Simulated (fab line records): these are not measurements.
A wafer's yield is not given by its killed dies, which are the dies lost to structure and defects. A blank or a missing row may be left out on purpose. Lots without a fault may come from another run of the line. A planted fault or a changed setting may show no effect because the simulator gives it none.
Problem report, 8D (eight disciplines) form, completed by code | flow n5 finfet | the parts of the form that need people (team, actions taken, sign-off) are left out

## 1. WHAT IS WRONG
Mean of spin speed rpm at N5_MOL_CONTACT_COAG_COAT_62: 1714.7 rpm across 6 wafers in 2 lots; on wafers with no fault it is 1500.1 rpm (standard deviation 1.1). So: +99 or more standard deviations from the usual mean.
The step: time 60 s, resist thk 60 nm.
First observed at day 8 07:44: wafer L800.2, on litho track-04. The record has a number at this step for 12 wafers belonging to 4 lots. Rule for "out", or "out of limits": more than 4 standard deviations from the usual mean. All remaining wafers that have a number are taken as sound.

## 2. WHAT IT IS, AND WHAT IT ISN'T
question                    | is                     | is not
which readings at this step | spin speed rpm         | -
which lots                  | L800, L804             | L791, L799
which wafers of those lots  | all that have a number | -
read on which tools         | litho track-04         | litho track-02
when                        | from day 8 07:44       | up to then (6 sound wafers)

## 3. WHAT RULES OUT EACH SUSPECT
Counting: any tool at a process step up to the reading is kept as a suspect provided that every lot that is out went through it and no sound lot did after the first of them.
- litho track-04 at N5_MOL_CONTACT_COAG_COAT_62 (time 60 s, resist thk 60 nm): kept. It processed each lot that is out, first L800 at day 8 07:44, and no sound lot thereafter; up to then, the last sound lot it processed was L791 at day 5 23:24. On those wafers its own readings are out: spin speed rpm.
Left after counting: litho track-04 at N5_MOL_CONTACT_COAG_COAT_62.

## 4. THE CAUSE (what the simulator had put in)
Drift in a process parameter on litho track-04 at N5_MOL_CONTACT_COAG_COAT_62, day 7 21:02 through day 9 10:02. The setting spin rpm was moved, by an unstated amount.
After counting, this tool was the only one left.

## 5. THE EFFECT CHAIN, in route order
One row per reading whose mean, taken over the struck wafers that have a number, lies over 3 standard deviations from the usual. Scope: only readings with a usual standard deviation given in the record; hours: median across lots of the time from each lot's start at the first step in this table that gives one to its start at this step; sigmas: change in usual standard deviations.
hours | step                        | reading        | usual      | on struck wafers | change | sigmas
0     | N5_MOL_CONTACT_COAG_COAT_62 | spin speed rpm | 1500.1 rpm | 1714.7           | +214.6 | +99 or more
Its process steps:
- N5_MOL_CONTACT_COAG_COAT_62: time 60 s, resist thk 60 nm.
At these later measuring or inspecting steps, every struck wafer for which the step has a row has a number for every such reading, and none has moved that far: N5_BEOL_M4_RC_MEAS_101.

## 6. WHAT WOULD HAVE CAUGHT IT SOONER
In this record the first reading out of limits was taken at day 8 07:44, 11 hours after the fault began at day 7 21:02.
